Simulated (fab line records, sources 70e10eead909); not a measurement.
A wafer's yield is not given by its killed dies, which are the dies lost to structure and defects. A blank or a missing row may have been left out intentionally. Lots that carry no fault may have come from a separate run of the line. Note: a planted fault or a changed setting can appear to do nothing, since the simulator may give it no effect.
Chamber matching | flow nand-harc | NHARC_P_CONTACT_ETCH_35 on rie-diel-07: 4 sister chambers
The step etches the open film in CF4, target depth 39 nm, time 65 s. 22 wafers are shown with their chamber, then 11 later ones without.

== WAFERS WITH THEIR CHAMBER ==
wafer  | chamber | drypump-motor-current-A (A) | oes-product-au (a.u.) | rf-fwd-power-W (W)
L074.1 | 2       | 5.3                         | 1.013                 | 295.4
L074.5 | 0       | 5.5                         | 0.977                 | 296.6
L074.6 | 3       | 5.3                         | 1.009                 | 298.9
L075.2 | 3       | 5.3                         | 1.017                 | 298.1
L075.3 | 2       | 5.3                         | 1.020                 | 295.0
L075.4 | 0       | 5.5                         | 0.995                 | 296.1
L076.1 | 0       | 5.5                         | 0.991                 | 295.2
L076.2 | 3       | 5.3                         | 1.002                 | 298.7
L076.4 | 1       | 5.3                         | 0.999                 | 294.3
L079.2 | 0       | 5.5                         | 0.995                 | 296.9
L079.3 | 1       | 5.4                         | 1.000                 | 297.2
L079.6 | 2       | 5.3                         | 1.017                 | 293.4
L080.1 | 2       | 5.3                         | 1.024                 | 295.6
L080.2 | 0       | 5.5                         | 0.983                 | 296.3
L080.6 | 1       | 5.3                         | 0.995                 | 295.6
L082.3 | 2       | 5.3                         | 1.009                 | 294.4
L082.4 | 3       | 5.3                         | 1.003                 | 299.2
L082.6 | 0       | 5.5                         | 0.992                 | 298.2
L084.1 | 1       | 5.4                         | 1.002                 | 295.1
L084.4 | 0       | 5.5                         | 0.995                 | 296.0
L084.5 | 0       | 5.5                         | 0.991                 | 297.2
L087.2 | 1       | 5.3                         | 0.996                 | 295.6

SIGNATURES, as means of the wafers listed above
reading                 | chamber 0 | chamber 1 | chamber 2 | chamber 3 | scatter within a chamber
drypump-motor-current-A | 5.500     | 5.340     | 5.300     | 5.300     | 0.0258
oes-product-au          | 0.98987   | 0.99840   | 1.01660   | 1.00775   | 0.00583
rf-fwd-power-W          | 296.562   | 295.560   | 294.760   | 298.725   | 0.88
Rule: a wafer lies at a distance from a chamber equal to the root of the sum of squares, over the readings, of (its reading less the chamber's mean, divided by the reading's scatter). The wafer belongs to the nearest chamber; if the next one is less than 2 further off, it can't be placed. The scatter: the root of (the sum of the squares of (reading less its chamber's mean) over the shown wafers, divided by (wafers less chambers)).

== WAFERS WHOSE CHAMBER IS MISSING ==
wafer  | drypump-motor-current-A (A) | oes-product-au (a.u.) | rf-fwd-power-W (W)
L087.3 | 5.5                         | 0.998                 | 296.8
L087.4 | 5.3                         | 1.008                 | 298.3
L086.3 | 5.3                         | 1.011                 | 294.8
L086.4 | 5.5                         | 1.004                 | 295.6
L086.5 | 5.5                         | 1.010                 | 296.1
L088.1 | 5.3                         | 1.010                 | 296.3
L088.4 | 5.3                         | 1.018                 | 294.3
L088.5 | 5.5                         | 1.003                 | 298.4
L093.1 | 5.3                         | 1.032                 | 297.1
L093.5 | 5.3                         | 1.001                 | 297.2
L093.6 | 5.5                         | 1.008                 | 295.0

== EACH ONE'S CHAMBER ==
wafer  | from the rows above          | in truth
L087.3 | 0                            | 0
L087.4 | 3                            | 3
L086.3 | can't be placed: 2 or 1      | 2
L086.4 | 0                            | 0
L086.5 | 0                            | 0
L088.1 | can't be placed: 2 or 1 or 3 | 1
L088.4 | 2                            | 2
L088.5 | 0                            | 0
L093.1 | can't be placed: 2 or 3      | 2
L093.5 | can't be placed: 3 or 1 or 2 | 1
L093.6 | 0                            | 0
Correctly placed: 7 of 11. Not placeable from these rows: 4 (in 4, the candidates include the true chamber). Number placed wrongly: 0.
